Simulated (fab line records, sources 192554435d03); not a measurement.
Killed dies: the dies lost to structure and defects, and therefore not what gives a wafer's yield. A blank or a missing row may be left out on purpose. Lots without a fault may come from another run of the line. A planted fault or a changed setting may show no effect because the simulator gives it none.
fab line records ; flow n5Finfet
record lots=9; wafers=26; lastDay=19
route steps=1938 shown BEOL_M0_SAQP@669 BEOL_M0_CUTY@708 BEOL_M0@720 BEOL_M4@1111 PASSIVATION@1936
lots with no fault: from the same line, run without faults
startH: the number of hours between the record's first day and the start of the first shown wafer of the lot ; waitH: hours elapsed since this lot's preceding step ; " as in the row above ; L1.1+2: one row covering several wafers at once ; - either no value or no given start ; * or withheld: withheld ; < > ~ a bound
route shown NAME@n: a module of which the file shows steps, and the number in the route of the first ; usual: mean/standard deviation taken from wafers without a fault ; same: alike in all rows ; chamber/n: place in a boat ; sites: the reading at each site ; _std_site: the standard deviation of these ; _edge_site: mean of outer sites minus mean of inner sites ; radiusMm: how far each site lies from the wafer's centre ; mask NAME#n: copy n ; behind: the tool/chamber that last shaped the wafer ; hold: why the lot went on hold/how many hours it stayed there/how the hold came to an end ; device: whichever transistor did not switch (one of n, p or np) ; end of line: tests of these same wafers at the route's end ; a step without rows: its recipe alone ; killed: the dies lost at the first sort to structure and to defects; this is not the yield of the wafer ; map: shows each die of a wafer: x if killed, . if not, _ if none is there
set.NAME: the setting as run; set.NAME@STEP: as run at that earlier step ; model.NAME: the simulator's own value behind a step, which no gauge read
route steps across a sampled set of lots; one table per step, one row per wafer
services: when a tool's chamber went out of use (startH, in hours from the record's first day, below 0 if earlier), for how many hours, and the reason
## steps
# step N5_BEOL_M0_SAQP_MANDREL_ETCH_103
# recipe chemistry=HBr/Cl2; target=a-Si; targetDepthA=450; btTimeS=10; stopOn=SiCN; maskMaterial=SiO2; overEtchFrac=0.8; timeS=27; pressureMtorr=10; icpW=800; biasW=75; HBr_flow_sccm=150; Cl2_flow_sccm=80; ends=endPoint
# usual drypumpMotorCurrentA=5.6/0.39; oesProductAu=0.686/0.0091; throttleValvePct=35.45/0.26
lot.wafer;tool;chamber;startH;waitH;drypumpMotorCurrentA;oesProductAu;rfHoursCounterH;throttleValvePct
L568.1;rieSi-03;0;128.37;0.0;5.1;0.689;3;35.78
L568.4;rieSi-03;3;128.37;0.0;5.5;0.694;94;35.43
L568.5;rieSi-03;0;128.37;0.0;5.1;0.689;-;35.80
L570.1;rieSi-03;3;143.89;0.0;5.5;0.691;94;35.43
L570.4;rieSi-03;0;143.89;0.0;5.1;0.680;3;35.81
L570.6;rieSi-03;2;143.89;0.0;5.1;0.677;-;35.24
L571.1;rieSi-06;1;147.69;0.0;5.7;0.684;122;36.05
L571.4;rieSi-06;2;147.69;0.0;5.7;0.673;157;34.89
L571.6;rieSi-06;3;147.69;0.0;6.3;0.679;-;35.70
L573.3;rieSi-02;2;164.74;0.0;6.3;0.685;95;35.33
L573.4;rieSi-02;1;164.74;0.0;5.6;0.686;151;35.16
L573.6;rieSi-02;0;164.74;0.0;5.7;0.703;-;35.34
L574.2;rieSi-02;1;169.50;0.0;5.6;0.679;152;35.19
L574.4;rieSi-02;2;169.50;0.0;6.3;0.682;95;35.30
L574.6;rieSi-02;0;169.50;0.0;5.6;0.702;-;35.35
L577.4;rieSi-02;2;191.54;0.0;6.3;0.686;-;35.31
L577.6;rieSi-02;1;191.54;0.0;5.6;0.693;-;35.19
L584.1;rieSi-03;2;226.92;0.0;5.2;0.684;149;35.24
L584.4;rieSi-03;1;226.92;0.0;5.3;0.694;153;35.41
L584.6;rieSi-03;3;226.92;0.0;5.5;0.693;-;35.43
L586.2;rieSi-03;2;239.03;0.0;5.2;0.682;149;35.25
L586.5;rieSi-03;1;239.03;0.0;5.2;0.671;-;35.42
L586.6;rieSi-03;0;239.03;0.0;5.1;0.688;-;35.79
L587.2;rieSi-06;0;248.19;0.0;5.4;0.691;163;35.80
L587.4;rieSi-06;3;248.19;0.0;6.3;0.680;120;35.71
L587.5;rieSi-06;3;248.19;0.0;6.3;0.679;-;35.70
# step N5_BEOL_M0_CUTY_CD_MEAS_57
# recipe targetCdNm=200; landingEnergyEv=500; detector=seInlens; polarity=line
# usual cdNm=200.0/1.3
lot.wafer;tool;chamber;startH;waitH;cdNm
L568.1;cdSem-02;0;132.29;-;200.3
L568.4;cdSem-02;0;132.29;-;201.0
L568.5;cdSem-02;0;132.29;-;201.2
L570.1;cdSem-03;0;147.40;-;199.2
L570.4;cdSem-03;0;147.40;-;199.1
L570.6;cdSem-03;0;147.40;-;198.4
L571.1;cdSem-03;0;151.06;-;199.7
L571.4;cdSem-03;0;151.06;-;198.6
L571.6;cdSem-03;0;151.06;-;199.4
L573.3;cdSem-02;0;168.13;-;199.6
L573.4;cdSem-02;0;168.13;-;200.6
L573.6;cdSem-02;0;168.13;-;200.3
L574.2;cdSem-02;0;173.60;-;198.0
L574.4;cdSem-02;0;173.60;-;198.5
L574.6;cdSem-02;0;173.60;-;197.1
L577.4;cdSem-01;0;194.91;-;201.8
L577.6;cdSem-01;0;194.91;-;201.8
L584.1;cdSem-01;0;230.77;-;201.7
L584.4;cdSem-01;0;230.77;-;200.7
L584.6;cdSem-01;0;230.77;-;200.8
L586.2;cdSem-02;0;242.47;-;198.9
L586.5;cdSem-02;0;242.47;-;199.2
L586.6;cdSem-02;0;242.47;-;199.3
L587.2;cdSem-01;0;252.00;-;199.4
L587.4;cdSem-01;0;252.00;-;201.2
L587.5;cdSem-01;0;252.00;-;200.5
# step N5_BEOL_M0_ETCH_128
# recipe chemistry=CF4/N2; targetDepthA=120; overetchA=51; target=SiCN; timeS=21.4; ionEnergyEv=150; pressureMtorr=40; sourceW=430; biasW=70; Ar_flow_sccm=100; cf4FlowSccm=60; n2FlowSccm=60
# usual drypumpMotorCurrentA=5.9/0.47; oesProductAu=0.53/0.057; rfVppV=381.7/2; showerheadPlenumPTorr=2.18/0.074; throttleValvePct=15.48/0.3
lot.wafer;tool;chamber;startH;waitH;drypumpMotorCurrentA;oesProductAu;rfHoursCounterH;rfVppV;showerheadPlenumPTorr;throttleValvePct
L568.1;rieDiel-03;1;133.30;0.0;5.2;0.47;235;383.9;2.26;15.47
L568.4;rieDiel-03;0;133.30;0.0;5.6;0.48;209;379.4;2.11;15.46
L568.5;rieDiel-03;3;133.30;0.0;6.5;0.50;-;382.4;2.28;15.44
L570.1;rieDiel-04;0;150.79;0.1;6.0;0.53;122;384.1;2.22;15.77
L570.4;rieDiel-04;3;150.79;0.1;5.2;0.50;-;379.9;2.09;15.34
L570.6;rieDiel-04;0;150.79;0.1;6.0;0.54;-;382.9;2.22;15.77
L571.1;rieDiel-04;0;153.71;0.1;6.0;0.53;123;383.7;2.22;15.76
L571.4;rieDiel-04;1;153.71;0.1;6.4;0.48;-;382.9;2.26;15.53
L571.6;rieDiel-04;3;153.71;0.1;5.1;0.49;-;380.6;2.09;15.35
L573.3;rieDiel-04;0;171.41;0.0;6.0;0.52;-;382.9;2.22;15.79
L573.4;rieDiel-04;2;171.41;0.0;5.6;0.50;-;381.2;2.11;15.67
L573.6;rieDiel-04;0;171.41;0.0;6.0;0.52;-;382.1;2.22;15.80
L574.2;rieDiel-01;0;178.54;0.2;6.4;0.49;188;384.8;2.28;15.71
L574.4;rieDiel-01;3;178.54;0.2;5.9;0.63;31;380.8;2.16;14.94
L574.6;rieDiel-01;1;178.54;0.2;5.8;0.62;-;380.0;2.15;15.37
L577.4;rieDiel-04;1;196.41;0.5;6.4;0.76;6;383.9;2.25;15.01
L577.6;rieDiel-04;2;196.41;0.5;5.6;0.50;-;380.3;2.11;15.68
L584.1;rieDiel-04;2;232.17;0.1;5.6;0.49;206;380.8;2.10;15.71
L584.4;rieDiel-04;0;232.17;0.1;6.0;0.51;-;382.9;2.21;15.84
L584.6;rieDiel-04;1;232.17;0.1;6.4;0.63;-;383.4;2.25;15.03
L586.2;rieDiel-04;0;247.19;0.0;6.0;0.50;162;382.3;2.20;15.84
L586.5;rieDiel-04;0;247.19;0.0;6.0;0.50;-;383.0;2.20;15.86
L586.6;rieDiel-04;1;247.19;0.0;6.4;0.60;-;382.4;2.25;15.07
L587.2;rieDiel-04;1;260.28;0.7;6.4;0.59;36;382.7;2.24;15.07
L587.4;rieDiel-04;2;260.28;0.7;5.6;0.49;219;380.7;2.10;15.76
L587.5;rieDiel-04;0;260.28;0.7;6.0;0.52;-;382.3;2.20;15.87
# step N5_BEOL_M0_DEGAS_112
# recipe ambient=vacuum; tempC=250; timeS=60
# usual heaterPowerW=313/37
lot.wafer;tool;chamber;startH;waitH;heaterPowerW
L568.1;pvdSputter-02;-;133.84;0.0;324
L568.4;pvdSputter-02;-;133.84;0.0;290
L568.5;pvdSputter-02;-;133.84;0.0;333
L570.1;pvdSputter-02;-;151.40;0.2;320
L570.4;pvdSputter-02;-;151.40;0.2;391
L570.6;pvdSputter-02;-;151.40;0.2;288
L571.1;pvdSputter-01;-;154.29;0.2;293
L571.4;pvdSputter-01;-;154.29;0.2;348
L571.6;pvdSputter-01;-;154.29;0.2;358
L573.3;pvdSputter-01;-;172.21;0.4;297
L573.4;pvdSputter-01;-;172.21;0.4;323
L573.6;pvdSputter-01;-;172.21;0.4;351
L574.2;pvdSputter-02;-;179.23;0.3;281
L574.4;pvdSputter-02;-;179.23;0.3;386
L574.6;pvdSputter-02;-;179.23;0.3;329
L577.4;pvdSputter-03;-;198.42;1.6;266
L577.6;pvdSputter-03;-;198.42;1.6;348
L584.1;pvdSputter-01;-;233.51;0.9;297
L584.4;pvdSputter-01;-;233.51;0.9;354
L584.6;pvdSputter-01;-;233.51;0.9;291
L586.2;pvdSputter-01;-;248.17;0.4;343
L586.5;pvdSputter-01;-;248.17;0.4;322
L586.6;pvdSputter-01;-;248.17;0.4;356
L587.2;pvdSputter-01;-;261.33;0.2;294
L587.4;pvdSputter-01;-;261.33;0.2;346
L587.5;pvdSputter-01;-;261.33;0.2;289
# step N5_BEOL_M0_ALD_136
# recipe material=TaN; targetThkA=*; tempC=275; aldPrecursorFamily=PDMAT; aldCoReactant=NH3; pressureTorr=3; carrierFlowSccm=1500; pulseTimeS=2; purgeTimeS=3; coReactantPurgeTimeS=2; coReactantPulseTimeS=3; aldCycles=30; precursorVesselTempC=75; precursorVesselPressureTorr=26.25; precursorVesselCarrierSccm=1000
# usual heaterPowerW=430/52
# same pulseTimeS=2; purgeTimeS=3
lot.wafer;tool;chamber;startH;waitH;heaterPowerW
L568.1;aldMetal-02;2;133.96;0.1;341
L568.4;aldMetal-02;0;133.96;0.1;476
L568.5;aldMetal-02;2;133.96;0.1;341
L570.1;aldMetal-03;3;151.67;0.2;426
L570.4;aldMetal-03;2;151.67;0.2;471
L570.6;aldMetal-03;1;151.67;0.2;399
L571.1;aldMetal-04;2;154.44;0.1;417
L571.4;aldMetal-04;0;154.44;0.1;509
L571.6;aldMetal-04;0;154.44;0.1;530
L573.3;aldMetal-04;0;172.31;0.0;506
L573.4;aldMetal-04;3;172.31;0.0;481
L573.6;aldMetal-04;0;172.31;0.0;518
L574.2;aldMetal-02;0;179.33;0.0;463
L574.4;aldMetal-02;1;179.33;0.0;362
L574.6;aldMetal-02;0;179.33;0.0;469
L577.4;aldMetal-04;2;198.52;0.0;420
L577.6;aldMetal-04;3;198.52;0.0;495
L584.1;aldMetal-04;1;233.71;0.1;410
L584.4;aldMetal-04;2;233.71;0.1;412
L584.6;aldMetal-04;2;233.71;0.1;404
L586.2;aldMetal-04;3;248.27;0.0;486
L586.5;aldMetal-04;3;248.27;0.0;493
L586.6;aldMetal-04;2;248.27;0.0;407
L587.2;aldMetal-02;1;261.43;0.0;374
L587.4;aldMetal-02;2;261.43;0.0;329
L587.5;aldMetal-02;1;261.43;0.0;366
# step N5_BEOL_M4_RC_MEAS_101
# usual DIBL_N=35.8/1.7; DIBL_P=35.3/2; IOFF_N=0.150/0.026; IOFF_P=0.194/0.029; ION_N=667/11; ION_P=456/7.1; SS_N=71.4/0.65; SS_P=73.1/0.64; VT_N=251/3; VT_P=-252/3.2
lot.wafer;tool;chamber;startH;waitH;DIBL_N[mV/V];DIBL_P[mV/V];IOFF_N[nA/um];IOFF_P[nA/um];ION_N[uA/um];ION_P[uA/um];SS_N[mV/dec];SS_P[mV/dec];VT_N[mV];VT_P[mV]
L568.1;prober-02;0;239.13;0.0;36.3;39.2;0.181;0.208;679;459;71.7;73.6;248;-252
L568.4;prober-02;0;239.13;0.0;35.5;38.0;0.148;0.189;659;453;72.0;73.9;249;-253
L568.5;prober-02;0;239.13;0.0;35.1;37.0;0.158;0.186;675;458;71.8;72.7;252;-253
L570.1;prober-02;0;248.07;0.0;33.9;32.9;0.125;0.150;669;448;71.4;72.4;255;-255
L570.4;prober-02;0;248.07;0.0;31.8;31.0;0.097;0.135;644;443;69.8;72.2;256;-257
L570.6;prober-02;0;248.07;0.0;34.2;33.7;0.125;0.157;662;453;71.0;72.5;253;-254
L571.1;prober-02;0;260.43;0.0;34.8;34.4;0.118;0.165;659;450;70.4;72.9;254;-255
L571.4;prober-02;0;260.43;0.0;35.6;35.2;0.126;0.167;649;448;71.1;72.2;254;-256
L571.6;prober-02;0;260.43;0.0;34.6;33.4;0.110;0.152;638;445;70.9;72.4;257;-259
L573.3;prober-01;0;273.25;0.3;36.8;35.8;0.160;0.220;670;466;71.6;73.3;251;-246
L573.4;prober-01;0;273.25;0.3;36.0;34.6;0.148;0.216;672;463;71.1;73.3;250;-245
L573.6;prober-01;0;273.25;0.3;36.3;36.0;0.154;0.232;666;463;71.7;73.3;250;-246
L574.2;prober-01;0;277.01;0.2;34.5;36.0;0.148;0.217;665;464;71.5;73.9;250;-247
L574.4;prober-01;0;277.01;0.2;33.9;34.6;0.136;0.202;660;463;70.9;72.9;251;-250
L574.6;prober-01;0;277.01;0.2;35.6;36.7;0.175;0.238;671;462;71.9;73.8;247;-246
L577.4;prober-02;0;308.17;0.8;35.0;34.3;0.144;0.187;670;459;71.2;73.2;251;-253
L577.6;prober-02;0;308.17;0.8;35.0;32.6;0.134;0.162;659;449;71.6;72.8;253;-255
L584.1;prober-01;0;335.82;0.0;36.1;35.1;0.165;0.231;666;467;71.9;72.7;245;-246
L584.4;prober-01;0;335.82;0.0;38.2;36.6;0.209;0.262;691;470;71.8;73.3;243;-244
L584.6;prober-01;0;335.82;0.0;34.3;31.9;0.121;0.186;652;458;70.9;72.6;251;-251
L586.2;prober-01;0;344.32;0.2;34.3;34.8;0.117;0.170;668;463;70.9;73.4;255;-253
L586.5;prober-01;0;344.32;0.2;36.6;37.6;0.153;0.217;666;458;71.9;73.2;253;-251
L586.6;prober-01;0;344.32;0.2;34.5;35.9;0.129;0.184;674;463;71.3;73.1;252;-253
L587.2;prober-02;0;347.74;0.2;37.6;35.2;0.177;0.217;680;463;71.3;73.9;248;-248
L587.4;prober-02;0;347.74;0.2;36.5;35.3;0.159;0.212;669;461;70.4;72.7;250;-250
L587.5;prober-02;0;347.74;0.2;36.8;36.0;0.167;0.225;679;464;71.2;73.7;250;-252
# step N5_PASSIVATION_PROBE_49
# usual defectLimitedYield=91.5/1.4; killed_at_M0_to_M3=34/11; killed_at_M4_up=15/6; killedAtContacts=11/5.9; killedAtFrontEnd=37/11; killedAtOther=3.6/2.9; killedDies=101/17; killedOpen=66/12; killedShort=33/7.8; sort_bin_5_function=5.0/0.97; sort_bin_6_memory=3.2/0.65; sortNPass=1079/17; sortYieldPct=91.4/1.4
# same grossDies=1180; killedAtBackSide=0; sort_bin_4_leakage[%]=0; sort_bin_8_speed[%]=0
lot.wafer;tool;chamber;startH;waitH;defectLimitedYield[%];killed_at_M0_to_M3;killed_at_M4_up;killedAtContacts;killedAtFrontEnd;killedAtOther;killedDies;killedOpen;killedShort;sort_bin_5_function[%];sort_bin_6_memory[%];sortNPass;sortYieldPct[%]
L571.1;prober-01;-;363.66;0.5;92.8;31;22;5;26;1;85;60;25;4.3;2.6;1095;92.8
L571.4;prober-01;-;363.81;0.6;89.8;39;46;10;21;4;120;84;35;6.5;3.1;1060;89.8
L571.6;prober-01;-;363.91;0.7;89.5;46;31;8;31;8;124;75;48;6.3;4.0;1056;89.5
L574.4;prober-01;-;381.53;0.2;92.0;17;13;22;41;1;94;68;25;5.1;2.7;1086;92.0
L573.3;prober-02;-;381.69;0.1;91.4;31;11;9;49;1;101;73;25;4.3;4.0;1079;91.4
L573.4;prober-02;-;381.74;0.2;91.8;41;21;6;24;5;97;68;29;5.4;2.6;1083;91.8
L573.6;prober-02;-;381.84;0.3;91.9;40;22;5;26;2;95;67;28;4.7;3.3;1085;91.9
L577.4;prober-01;-;414.98;0.2;93.5;39;8;8;20;2;77;50;27;4.2;2.4;1103;93.5
L577.6;prober-01;-;415.08;0.3;91.4;39;20;12;25;6;102;76;26;4.8;3.3;1078;91.4
L586.2;prober-01;-;451.53;0.1;89.4;38;22;11;50;4;125;80;45;5.9;3.9;1055;89.4
L586.5;prober-01;-;451.68;0.2;91.3;41;6;21;30;5;103;73;29;6.2;2.5;1077;91.3
L586.6;prober-01;-;451.73;0.3;92.6;27;17;3;36;4;87;50;37;4.7;2.5;1093;92.6
# killed by level:class
L571.1 BEOL_M4:geometricParticle:open=12 BEOL_M3:geometricParticle:open=8 BEOL_M0_SAQP:geometricParticle:short=6 FIN_SAQP:geometricParticle:open=5 MOL_CONTACT_COAG:geometricParticle:open=5 ILD0:geometricParticle:short=4 BEOL_M2:geometricParticle:open=4 BEOL_M0:geometricParticle:open=4
L571.4 BEOL_M4:geometricParticle:open=22 BEOL_M0_SAQP:geometricParticle:open=13 MOL_CONTACT_COAG:geometricParticle:open=10 BEOL_M0_SAQP:geometricParticle:short=9 BEOL_M5:geometricParticle:open=9 BEOL_M4:geometricParticle:short=6 STI_FIN_REVEAL:geometricParticle:open=5 ILD0:geometricParticle:open=4
L571.6 BEOL_M4:geometricParticle:open=16 BEOL_M0_SAQP:geometricParticle:short=14 BEOL_M0_SAQP:geometricParticle:open=12 FIN_SAQP:geometricParticle:open=10 STARTING-WAFER:geometricParticle:short=7 PASS1_CAP:geometricParticle:short=7 BEOL_M3:geometricParticle:open=6 DUMMY_GATE:geometricParticle:open=5
L574.4 MOL_CONTACT_COAG:geometricParticle:open=20 STI_FIN_REVEAL:geometricParticle:open=13 FIN_SAQP:geometricParticle:open=8 FIN_SAQP:geometricParticle:short=5 BEOL_M0_SAQP:geometricParticle:short=5 DUMMY_GATE:geometricParticle:open=4 BEOL_M3:geometricParticle:open=4 BEOL_M4:geometricParticle:open=4
L573.3 STI_FIN_REVEAL:geometricParticle:open=21 BEOL_M1:geometricParticle:open=10 BEOL_M3:geometricParticle:open=7 FIN_SAQP:geometricParticle:open=6 MOL_CONTACT_COAG:geometricParticle:open=6 BEOL_M0_SAQP:geometricParticle:short=6 BEOL_M0_SAQP:geometricParticle:open=5 DUMMY_GATE:geometricParticle:open=4
L573.4 BEOL_M1:geometricParticle:open=14 BEOL_M2:geometricParticle:open=8 BEOL_M3:geometricParticle:open=7 BEOL_M4:geometricParticle:open=7 DUMMY_GATE:geometricParticle:open=5 MOL_CONTACT_COAG:geometricParticle:open=5 BEOL_M0_SAQP:geometricParticle:short=5 FIN_SAQP:geometricParticle:short=3
L573.6 BEOL_M1:geometricParticle:open=11 DUMMY_GATE:geometricParticle:open=10 BEOL_M3:geometricParticle:open=10 BEOL_M4:geometricParticle:open=8 BEOL_M0_SAQP:geometricParticle:short=8 MOL_CONTACT_COAG:geometricParticle:open=5 BEOL_M1:geometricParticle:short=5 FIN_SAQP:geometricParticle:open=4
L577.4 BEOL_M0_SAQP:geometricParticle:short=9 BEOL_M0_SAQP:geometricParticle:open=8 BEOL_M1:geometricParticle:open=8 BEOL_M3:geometricParticle:open=7 MOL_CONTACT_COAG:geometricParticle:open=6 DUMMY_GATE:geometricParticle:open=5 FIN_SAQP:geometricParticle:short=4 BEOL_M2:geometricParticle:open=4
L577.6 MOL_CONTACT_COAG:geometricParticle:open=11 BEOL_M3:geometricParticle:open=10 BEOL_M0_SAQP:geometricParticle:open=9 BEOL_M0_SAQP:geometricParticle:short=8 BEOL_M4:geometricParticle:open=8 BEOL_M2:geometricParticle:open=6 DUMMY_GATE:geometricParticle:open=5 STI_FIN_REVEAL:geometricParticle:open=4
L586.2 BEOL_M4:geometricParticle:open=16 BEOL_M0_SAQP:geometricParticle:short=11 GATE_CUT:geometricParticle:short=9 MOL_CONTACT_COAG:geometricParticle:open=9 FIN_SAQP:geometricParticle:short=7 BEOL_M0_SAQP:geometricParticle:open=7 BEOL_M2:geometricParticle:open=7 FIN_SAQP:geometricParticle:open=6
L586.5 MOL_CONTACT_COAG:geometricParticle:open=18 BEOL_M2:geometricParticle:open=10 DUMMY_GATE:geometricParticle:open=9 BEOL_M0_SAQP:geometricParticle:short=7 BEOL_M1:geometricParticle:open=6 BEOL_M4:geometricParticle:open=6 GATE_CUT:geometricParticle:short=5 BEOL_M3:geometricParticle:open=5
L586.6 BEOL_M4:geometricParticle:open=9 BEOL_M2:geometricParticle:open=8 GATE_CUT:geometricParticle:open=7 GATE_CUT:geometricParticle:short=6 FIN_SAQP:geometricParticle:open=5 FIN_SAQP:geometricParticle:short=5 STARTING-WAFER:geometricParticle:short=5 BEOL_M4:geometricParticle:short=5
## services
tool;chamber;startH;hours;kind
rieDiel-04;2;110.41;45.9;repair
aldMetal-04;0;113.24;27.0;repair
rieDiel-04;-;115.75;0.4;repair
rieDiel-04;1;156.64;-;clean
rieDiel-04;1;156.64;-;consumableReplace:focusRing
rieDiel-04;1;156.64;21.8;scheduledDown
rieDiel-04;1;156.64;21.8;ventCycle
rieDiel-04;0;159.67;9.2;repair
rieDiel-04;3;166.89;6.3;repair
rieSi-02;3;174.52;23.4;repair
rieSi-02;0;175.83;7.0;repair
rieSi-02;0;193.10;3.9;repair
rieDiel-01;2;196.01;16.2;repair
rieDiel-04;3;217.41;-;clean
rieDiel-04;3;217.41;-;consumableReplace:focusRing
rieDiel-04;3;217.41;-;consumableReplace:showerhead
rieDiel-04;3;217.41;30.8;scheduledDown
rieDiel-04;3;217.41;30.8;ventCycle
rieSi-06;-;218.94;2.8;pm
pvdSputter-02;-;228.43;5.9;repair
rieSi-02;0;232.10;4.7;repair
rieDiel-01;0;236.26;2.0;repair
rieDiel-01;1;242.72;9.3;repair
rieDiel-03;1;252.93;10.3;repair
## key
firstSign step=N5_BEOL_M0_ETCH_128; reading=oesProductAu; direction=up; sigmas=4.1; usual=0.53; struck=0.76
effect none on later readings
metAt N5_BEOL_M0_SAQP_MANDREL_ETCH_103
struckLots L577
struckWafers L577.4
notActingAt N5_BEOL_M0_CUTY_CD_MEAS_57,N5_BEOL_M0_DEGAS_112,N5_BEOL_M0_ALD_136
onsetBetween 169.50 191.54
fault kind=processParameterDrift; tool=rieSi-02; chamber=-; onsetH=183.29; steps=N5_BEOL_M0_SAQP_MANDREL_ETCH_103; channel=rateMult; offset=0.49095; shape=step; endH=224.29; scope=struckWafersOnly
